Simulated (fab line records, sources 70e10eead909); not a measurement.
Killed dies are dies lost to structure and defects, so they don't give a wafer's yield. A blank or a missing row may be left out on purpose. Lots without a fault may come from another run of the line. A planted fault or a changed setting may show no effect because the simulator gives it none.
Chamber matching | flow nand_harc | NHARC_P_M0_DEP_32 on pecvd-02: 3 sister chambers
The step deposits SiCN, target thk 30 nm. 6 wafers are shown with their chamber, then 11 later ones without.

WAFERS WITH THEIR CHAMBER
wafer  | chamber | showerhead_vpp_V (V) | heater_power_w (W)
L089.5 | 2       | 1247                 | 685
L091.1 | 2       | 1235                 | 713
L092.1 | 1       | 1360                 | 637
L092.3 | 0       | 1339                 | 762
L092.5 | 0       | 1345                 | 747
L094.2 | 1       | 1348                 | 655

WAFERS WITHOUT THEIR CHAMBER
wafer  | showerhead_vpp_V (V) | heater_power_w (W)
L094.4 | 1351                 | 693
L094.5 | 1330                 | 646
L095.3 | 1315                 | 786
L095.5 | 1227                 | 733
L095.6 | 1358                 | 652
L096.1 | 1233                 | 727
L096.2 | 1389                 | 641
L096.3 | 1348                 | 742
L096.4 | 1360                 | 646
L096.5 | 1343                 | 748
L096.6 | 1234                 | 721

WHICH CHAMBER EACH WENT THROUGH
wafer  | from the rows above     | in truth
L094.4 | can't be placed: 1 or 0 | 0
L094.5 | 1                       | 1
L095.3 | 0                       | 0
L095.5 | 2                       | 2
L095.6 | 1                       | 1
L096.1 | 2                       | 2
L096.2 | 1                       | 1
L096.3 | 0                       | 0
L096.4 | 1                       | 1
L096.5 | 0                       | 0
L096.6 | 2                       | 2
Placed correctly: 10 of 11. Can't be placed from these rows: 1 (the true chamber is among the candidates in 1). Placed wrongly: 0.
How it was worked out, from the rows above alone: a wafer's distance from a chamber is the root of the sum, over the readings, of the square of ((its reading less the chamber's mean) divided by the reading's scatter). The wafer belongs to the nearest chamber; if the next one is less than 2 further off, it can't be placed. A chamber's mean is the mean of its shown wafers. The scatter: the root of (the sum of the squares of (reading less its chamber's mean) over the shown wafers, divided by (wafers less chambers)).
